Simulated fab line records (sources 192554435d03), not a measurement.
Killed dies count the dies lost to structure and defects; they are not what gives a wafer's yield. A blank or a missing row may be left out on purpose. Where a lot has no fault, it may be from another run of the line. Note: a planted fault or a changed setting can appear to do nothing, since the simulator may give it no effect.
Which of the tools did it? :: flow n5 finfet :: 11 lots with 33 wafers sampled at 2 steps, on a route of 1938 steps

== WHAT EACH GAUGE READ, for each wafer ==
N5_BEOL_M12_CD_MEAS_17: the cd target is 140 nm.
lot: L570
measured: day 10 16:49
on: cd sem-01
cd nm (nm): 139.6 140.4 139.8

lot: L575
measured: day 12 17:47
on: cd sem-01
cd nm (nm): 141.5 139.5 140.5

lot: L576
measured: day 12 22:16
on: cd sem-03
cd nm (nm): 141.8 142.9 140.6

lot: L577
measured: day 13 01:44
on: cd sem-03
cd nm (nm): 140.5 141.5 141.2

lot: L580
measured: day 13 02:01
on: cd sem-03
cd nm (nm): 140.6 138.8 141.1

lot: L578
measured: day 13 09:29
on: cd sem-03
cd nm (nm): 139.4 140.2 141.3

lot: L579
measured: day 13 10:22
on: cd sem-01
cd nm (nm): 143.8 140.5 139.7

lot: L581
measured: day 13 16:50
on: cd sem-03
cd nm (nm): 140.7 140.9 139.7

lot: L588
measured: day 15 18:55
on: cd sem-02
cd nm (nm): 139.7 143.4 143.3

lot: L590
measured: day 16 01:51
on: cd sem-02
cd nm (nm): 140.4 141.4 138.4

lot: L587
measured: day 16 02:53
on: cd sem-03
cd nm (nm): 141.5 141.3 142.2

N5_BEOL_M12_OVL_MEAS_29.
lot: L570
measured: day 10 17:11
on: overlay-02
M12_OVL (nm): -8 -4 -1

lot: L575
measured: day 12 18:09
on: overlay-01
M12_OVL (nm): 9 3 2

lot: L576
measured: day 12 22:37
on: overlay-02
M12_OVL (nm): 1 6 7

lot: L577
measured: day 13 02:06
on: overlay-02
M12_OVL (nm): 3 7 1

lot: L580
measured: day 13 02:30
on: overlay-02
M12_OVL (nm): -4 -5 0

lot: L578
measured: day 13 09:50
on: overlay-02
M12_OVL (nm): -3 8 -5

lot: L579
measured: day 13 10:50
on: overlay-01
M12_OVL (nm): 2 7 3

lot: L581
measured: day 13 17:19
on: overlay-02
M12_OVL (nm): -2 1 -5

lot: L588
measured: day 15 19:24
on: overlay-01
M12_OVL (nm): 9 3 7

lot: L590
measured: day 16 02:20
on: overlay-02
M12_OVL (nm): 5 1 -2

lot: L587
measured: day 16 03:22
on: overlay-01
M12_OVL (nm): 6 2 -1

== TOOL THAT RAN EACH LOT (tool first, then ch and the chambers of the sampled wafers, then the start) ==
The record shows no process step preceding these readings.

== AS READ BY THE TOOLS THEMSELVES (means over the sampled wafers that have a number; for cases with no such wafer, the mark the record gives instead) ==
The record holds no such reading with a usual standard deviation.

== THE ANSWER, worked out from the rows above alone ==
Rule: usual is defined by the lots themselves. The widest of any qualifying gaps counts: lots, ordered by their means at a reading, are off when they make up no more than a third of the lots, leave a main group of 4 or more, and stand apart from it by 3 or more times the standard deviation of that group's means. If all means in a main group match to the digits the tables above print for the reading, that group is not used. Also off: a lot with no number at a reading for which 4 or more lots have one. Any other lot the step has rows for is counted as sound. The gauges are gone through in route order, then the tools' own readings, and for those a lot's mean is taken as printed above. The first step at which some lot is off is used, and at that step the reading that is off furthest; a lot without a number counts as furthest.
Nothing can be told from this: no lot is off at any reading shown.

== WHAT WAS PUT IN BY THE SIMULATOR ==
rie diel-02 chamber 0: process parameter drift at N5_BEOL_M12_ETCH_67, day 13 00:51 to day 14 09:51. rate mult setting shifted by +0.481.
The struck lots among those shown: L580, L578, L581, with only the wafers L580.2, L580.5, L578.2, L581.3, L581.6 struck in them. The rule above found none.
